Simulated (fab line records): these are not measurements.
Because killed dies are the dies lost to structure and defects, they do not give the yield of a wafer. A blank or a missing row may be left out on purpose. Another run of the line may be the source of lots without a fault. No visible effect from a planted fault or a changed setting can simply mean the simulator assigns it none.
Chamber matching	flow n5_finfet	4 sister chambers for N5_GATE_CUT_CMP_23 on cmp-03
The step polishes, stops on SiO2, t overpolish 23.4 s, target thk 16 nm. 18 wafers are shown with their chamber, then 9 later ones without.

## EACH WAFER AND ITS CHAMBER
wafer	chamber	time_to_endpoint_s (s)	motor_current_A (A)	edge_zone_pressure_frac
L074.1	2	23.9	8.8	0.993
L074.4	3	19.1	7.9	1.007
L074.6	3	20.2	8.6	1.008
L075.2	1	20.5	7.7	1.000
L075.4	2	25.8	8.4	1.000
L075.5	2	25.5	8.3	0.997
L077.1	1	20.8	7.4	1.007
L077.2	2	23.8	8.2	1.008
L077.4	3	20.3	8.2	0.999
L081.3	0	19.1	9.3	1.011
L081.4	2	25.6	8.1	1.004
L081.6	0	16.7	9.3	1.011
L082.3	0	18.1	9.6	1.009
L082.4	2	25.5	8.8	1.006
L082.6	3	21.5	8.1	0.996
L085.2	0	17.2	9.6	1.008
L085.4	1	21.1	7.7	1.002
L085.6	0	14.8	9.8	1.007

SIGNATURES (means of the wafers above)
reading	chamber 0	chamber 1	chamber 2	chamber 3	scatter within a chamber
time_to_endpoint_s	17.180	20.800	25.017	20.275	1.12
motor_current_A	9.520	7.600	8.433	8.200	0.262
edge_zone_pressure_frac	1.00920	1.00300	1.00133	1.00250	0.00468
Rule: distance of a wafer from a chamber = root of the sum over the readings of ((wafer's reading minus chamber's mean) / reading's scatter) squared. The wafer belongs to the nearest chamber; if the next one is less than 2 further off, it can't be placed. The scatter: take each reading less its chamber's mean, square it, sum over the shown wafers, divide by the number of wafers less the number of chambers, and take the root.

## WAFERS WHOSE CHAMBER IS MISSING
wafer	time_to_endpoint_s (s)	motor_current_A (A)	edge_zone_pressure_frac
L086.1	20.4	7.4	1.002
L086.2	18.5	8.4	1.004
L086.3	16.1	9.8	1.000
L089.1	19.3	7.6	0.992
L089.4	24.8	8.5	0.996
L089.6	20.0	8.1	1.004
L076.2	17.5	9.6	1.005
L076.3	17.9	8.3	0.998
L076.5	17.9	7.7	1.001

## CHAMBER TAKEN BY EACH
wafer	from the rows above	in truth
L086.1	1	1
L086.2	can't be placed: 3 or 1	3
L086.3	0	0
L089.1	can't be placed: 1 or 3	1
L089.4	2	2
L089.6	can't be placed: 3 or 1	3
L076.2	0	0
L076.3	can't be placed: 3 or 1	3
L076.5	can't be placed: 1 or 3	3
Placed correctly: 4 of 9. Cannot be placed on the basis of these rows: 5; the candidates contain the true chamber in 5. Wrongly placed: 0.
